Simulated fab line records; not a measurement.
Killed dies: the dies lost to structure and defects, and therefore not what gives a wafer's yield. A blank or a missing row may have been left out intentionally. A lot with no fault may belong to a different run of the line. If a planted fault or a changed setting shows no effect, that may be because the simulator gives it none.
Split-lot trial || flow n5-finfet || 7 lots, 39 wafers read, on a route of 1938 steps

== THE SPLIT ==
At N5_BEOL_M7_DEP_56 (deposits SiCN from 3MS/NH3, target thk 10 nm, time 17.5 s), the setting time-s was moved away from the recipe's 17.5 s on 12 of the 39 wafers read, by -21.8% to +58.7%. All remaining wafers had this setting at the recipe value.

The reading comes from the split's own step.

== THE READING ==
SiCN_of_BEOL_M7_DEP_56.thk-nm (the simulator's own value, which no gauge read), in nm, at N5_BEOL_M7_DEP_56 (deposits SiCN from 3MS/NH3, target thk 10 nm, time 17.5 s). The file gives no usual value for it. Across the 27 wafers here that went through the recipe, the average is 10.0 nm and the standard deviation 0.13 nm.

{"wafer": "L079.1", "tool, chamber at the split": "pecvd-02, 1,2,2", "time-s as run, s": 13.68, "against the recipe": "-21.8%", "SiCN_of_BEOL_M7_DEP_56.thk-nm, nm": 7.6, "against lot-mates on the recipe": -2.4}
{"wafer": "L079.2", "tool, chamber at the split": "pecvd-02, 1,2,2", "time-s as run, s": 13.68, "against the recipe": "-21.8%", "SiCN_of_BEOL_M7_DEP_56.thk-nm, nm": 7.6, "against lot-mates on the recipe": -2.4}
{"wafer": "L079.6", "tool, chamber at the split": "pecvd-02, 1,2,2", "time-s as run, s": 13.68, "against the recipe": "-21.8%", "SiCN_of_BEOL_M7_DEP_56.thk-nm, nm": 7.6, "against lot-mates on the recipe": -2.4}
{"wafer": "L079.3", "tool, chamber at the split": "pecvd-02, 0", "time-s as run, s": 17.5, "against the recipe": "recipe", "SiCN_of_BEOL_M7_DEP_56.thk-nm, nm": 9.8, "against lot-mates on the recipe": "-"}
{"wafer": "L079.4", "tool, chamber at the split": "pecvd-02, 0", "time-s as run, s": 17.5, "against the recipe": "recipe", "SiCN_of_BEOL_M7_DEP_56.thk-nm, nm": 10.2, "against lot-mates on the recipe": "-"}
{"wafer": "L079.5", "tool, chamber at the split": "pecvd-02, 1", "time-s as run, s": 17.5, "against the recipe": "recipe", "SiCN_of_BEOL_M7_DEP_56.thk-nm, nm": 10, "against lot-mates on the recipe": "-"}
{"wafer": "L078.1", "tool, chamber at the split": "pecvd-01, 2", "time-s as run, s": 21.8, "against the recipe": "+24.6%", "SiCN_of_BEOL_M7_DEP_56.thk-nm, nm": 12.2, "against lot-mates on the recipe": "+2.2"}
{"wafer": "L078.2", "tool, chamber at the split": "pecvd-01, 0,0,2", "time-s as run, s": 17.5, "against the recipe": "recipe", "SiCN_of_BEOL_M7_DEP_56.thk-nm, nm": 10, "against lot-mates on the recipe": "-"}
{"wafer": "L078.4", "tool, chamber at the split": "pecvd-01, 0,0,2", "time-s as run, s": 17.5, "against the recipe": "recipe", "SiCN_of_BEOL_M7_DEP_56.thk-nm, nm": 10, "against lot-mates on the recipe": "-"}
{"wafer": "L078.5", "tool, chamber at the split": "pecvd-01, 0,0,2", "time-s as run, s": 17.5, "against the recipe": "recipe", "SiCN_of_BEOL_M7_DEP_56.thk-nm, nm": 10, "against lot-mates on the recipe": "-"}
{"wafer": "L078.3", "tool, chamber at the split": "pecvd-01, 1", "time-s as run, s": 21.8, "against the recipe": "+24.6%", "SiCN_of_BEOL_M7_DEP_56.thk-nm, nm": 12.4, "against lot-mates on the recipe": "+2.4"}
{"wafer": "L078.6", "tool, chamber at the split": "pecvd-01, 1", "time-s as run, s": 21.8, "against the recipe": "+24.6%", "SiCN_of_BEOL_M7_DEP_56.thk-nm, nm": 12.4, "against lot-mates on the recipe": "+2.4"}
{"wafer": "L086.1", "tool, chamber at the split": "pecvd-04, 1,2,1", "time-s as run, s": 27.78, "against the recipe": "+58.7%", "SiCN_of_BEOL_M7_DEP_56.thk-nm, nm": 15.6, "against lot-mates on the recipe": "+5.8"}
{"wafer": "L086.5", "tool, chamber at the split": "pecvd-04, 1,2,1", "time-s as run, s": 27.78, "against the recipe": "+58.7%", "SiCN_of_BEOL_M7_DEP_56.thk-nm, nm": 15.6, "against lot-mates on the recipe": "+5.8"}
{"wafer": "L086.6", "tool, chamber at the split": "pecvd-04, 1,2,1", "time-s as run, s": 27.78, "against the recipe": "+58.7%", "SiCN_of_BEOL_M7_DEP_56.thk-nm, nm": 15.6, "against lot-mates on the recipe": "+5.8"}
{"wafer": "L086.2", "tool, chamber at the split": "pecvd-04, 2,0,0", "time-s as run, s": 17.5, "against the recipe": "recipe", "SiCN_of_BEOL_M7_DEP_56.thk-nm, nm": 9.8, "against lot-mates on the recipe": "-"}
{"wafer": "L086.3", "tool, chamber at the split": "pecvd-04, 2,0,0", "time-s as run, s": 17.5, "against the recipe": "recipe", "SiCN_of_BEOL_M7_DEP_56.thk-nm, nm": 9.8, "against lot-mates on the recipe": "-"}
{"wafer": "L086.4", "tool, chamber at the split": "pecvd-04, 2,0,0", "time-s as run, s": 17.5, "against the recipe": "recipe", "SiCN_of_BEOL_M7_DEP_56.thk-nm, nm": 9.8, "against lot-mates on the recipe": "-"}
{"wafer": "L087.1", "tool, chamber at the split": "pecvd-04, 1", "time-s as run, s": 17.5, "against the recipe": "recipe", "SiCN_of_BEOL_M7_DEP_56.thk-nm, nm": 10, "against lot-mates on the recipe": "-"}
{"wafer": "L087.2", "tool, chamber at the split": "pecvd-04, 0", "time-s as run, s": 20.69, "against the recipe": "+18.2%", "SiCN_of_BEOL_M7_DEP_56.thk-nm, nm": 11.8, "against lot-mates on the recipe": "+1.7"}
{"wafer": "L087.3", "tool, chamber at the split": "pecvd-04, 1,0", "time-s as run, s": 17.5, "against the recipe": "recipe", "SiCN_of_BEOL_M7_DEP_56.thk-nm, nm": 10.2, "against lot-mates on the recipe": "-"}
{"wafer": "L087.5", "tool, chamber at the split": "pecvd-04, 1,0", "time-s as run, s": 17.5, "against the recipe": "recipe", "SiCN_of_BEOL_M7_DEP_56.thk-nm, nm": 10.2, "against lot-mates on the recipe": "-"}
{"wafer": "L087.4", "tool, chamber at the split": "pecvd-04, 0,1", "time-s as run, s": 20.69, "against the recipe": "+18.2%", "SiCN_of_BEOL_M7_DEP_56.thk-nm, nm": 12, "against lot-mates on the recipe": "+1.9"}
{"wafer": "L087.6", "tool, chamber at the split": "pecvd-04, 0,1", "time-s as run, s": 20.69, "against the recipe": "+18.2%", "SiCN_of_BEOL_M7_DEP_56.thk-nm, nm": 12, "against lot-mates on the recipe": "+1.9"}
{"wafer": "L090.1", "tool, chamber at the split": "pecvd-04, 0,1,1", "time-s as run, s": 17.5, "against the recipe": "recipe", "SiCN_of_BEOL_M7_DEP_56.thk-nm, nm": 10, "against lot-mates on the recipe": "-"}
{"wafer": "L090.2", "tool, chamber at the split": "pecvd-04, 0,1,1", "time-s as run, s": 17.5, "against the recipe": "recipe", "SiCN_of_BEOL_M7_DEP_56.thk-nm, nm": 10, "against lot-mates on the recipe": "-"}
{"wafer": "L090.4", "tool, chamber at the split": "pecvd-04, 0,1,1", "time-s as run, s": 17.5, "against the recipe": "recipe", "SiCN_of_BEOL_M7_DEP_56.thk-nm, nm": 10, "against lot-mates on the recipe": "-"}
{"wafer": "L093.1", "tool, chamber at the split": "pecvd-02, 0,1,2,1", "time-s as run, s": 17.5, "against the recipe": "recipe", "SiCN_of_BEOL_M7_DEP_56.thk-nm, nm": 10, "against lot-mates on the recipe": "-"}
{"wafer": "L093.3", "tool, chamber at the split": "pecvd-02, 0,1,2,1", "time-s as run, s": 17.5, "against the recipe": "recipe", "SiCN_of_BEOL_M7_DEP_56.thk-nm, nm": 10, "against lot-mates on the recipe": "-"}
{"wafer": "L093.5", "tool, chamber at the split": "pecvd-02, 0,1,2,1", "time-s as run, s": 17.5, "against the recipe": "recipe", "SiCN_of_BEOL_M7_DEP_56.thk-nm, nm": 10, "against lot-mates on the recipe": "-"}
{"wafer": "L093.6", "tool, chamber at the split": "pecvd-02, 0,1,2,1", "time-s as run, s": 17.5, "against the recipe": "recipe", "SiCN_of_BEOL_M7_DEP_56.thk-nm, nm": 10, "against lot-mates on the recipe": "-"}
{"wafer": "L093.2", "tool, chamber at the split": "pecvd-02, 2", "time-s as run, s": 17.5, "against the recipe": "recipe", "SiCN_of_BEOL_M7_DEP_56.thk-nm, nm": 9.8, "against lot-mates on the recipe": "-"}
{"wafer": "L093.4", "tool, chamber at the split": "pecvd-02, 0", "time-s as run, s": 17.5, "against the recipe": "recipe", "SiCN_of_BEOL_M7_DEP_56.thk-nm, nm": 10.2, "against lot-mates on the recipe": "-"}
{"wafer": "L094.1", "tool, chamber at the split": "pecvd-04, 0,2", "time-s as run, s": 17.5, "against the recipe": "recipe", "SiCN_of_BEOL_M7_DEP_56.thk-nm, nm": 9.8, "against lot-mates on the recipe": "-"}
{"wafer": "L094.2", "tool, chamber at the split": "pecvd-04, 0,2", "time-s as run, s": 17.5, "against the recipe": "recipe", "SiCN_of_BEOL_M7_DEP_56.thk-nm, nm": 9.8, "against lot-mates on the recipe": "-"}
{"wafer": "L094.3", "tool, chamber at the split": "pecvd-04, 1,0,1", "time-s as run, s": 17.5, "against the recipe": "recipe", "SiCN_of_BEOL_M7_DEP_56.thk-nm, nm": 10, "against lot-mates on the recipe": "-"}
{"wafer": "L094.5", "tool, chamber at the split": "pecvd-04, 1,0,1", "time-s as run, s": 17.5, "against the recipe": "recipe", "SiCN_of_BEOL_M7_DEP_56.thk-nm, nm": 10, "against lot-mates on the recipe": "-"}
{"wafer": "L094.6", "tool, chamber at the split": "pecvd-04, 1,0,1", "time-s as run, s": 17.5, "against the recipe": "recipe", "SiCN_of_BEOL_M7_DEP_56.thk-nm, nm": 10, "against lot-mates on the recipe": "-"}
{"wafer": "L094.4", "tool, chamber at the split": "pecvd-04, 2", "time-s as run, s": 17.5, "against the recipe": "recipe", "SiCN_of_BEOL_M7_DEP_56.thk-nm, nm": 10.2, "against lot-mates on the recipe": "-"}
If several chambers appear in one row, that row covers several wafers at once and the file leaves open which wafer was in which chamber.

THE FIT
A straight line over all 39 wafers: SiCN_of_BEOL_M7_DEP_56.thk-nm changes by +0.0981 nm for each +1% of time-s; r = +1.00; the points scatter about the line by 0.15 nm.
The same after taking each lot's own level away (the mean of its wafers on the recipe; 39 wafers): +0.0999 nm for each +1%; r = +1.00; scatter 0.12 nm.
The reading moves by 5.9 nm for the largest change in time-s, on that fit.
The span of the lots' own levels, 9.80 to 10.13 nm, comes to 2.5 times the standard deviation stated above.
The two slopes agree, so the slope changes little with the lot-to-lot level.
Check: for one of the wafers moved furthest among these (+58.7%), held out of the fit, the line's prediction against its lot-mates is +5.85 nm. It came out at +5.8 nm against them.

== ADDITIONAL SPLITS CARRIED BY THESE WAFERS ==
Note: prior to the reading, these wafers also went through further splits. Each is held against what the fit with the lots' levels taken away leaves over:
{"other split on the same wafers": "N5_BEOL_M5_TRENCH_ETCH_37 target-depth-a", "wafers away from the commonest value": 12, "r with SiCN_of_BEOL_M7_DEP_56.thk-nm (lot level and that fit taken away)": -0.34}

== THE FILE'S OWN FIT ==
SiCN_of_BEOL_M7_DEP_56.thk-nm changes by +0.0994 nm for each +1% of time-s, r = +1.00.
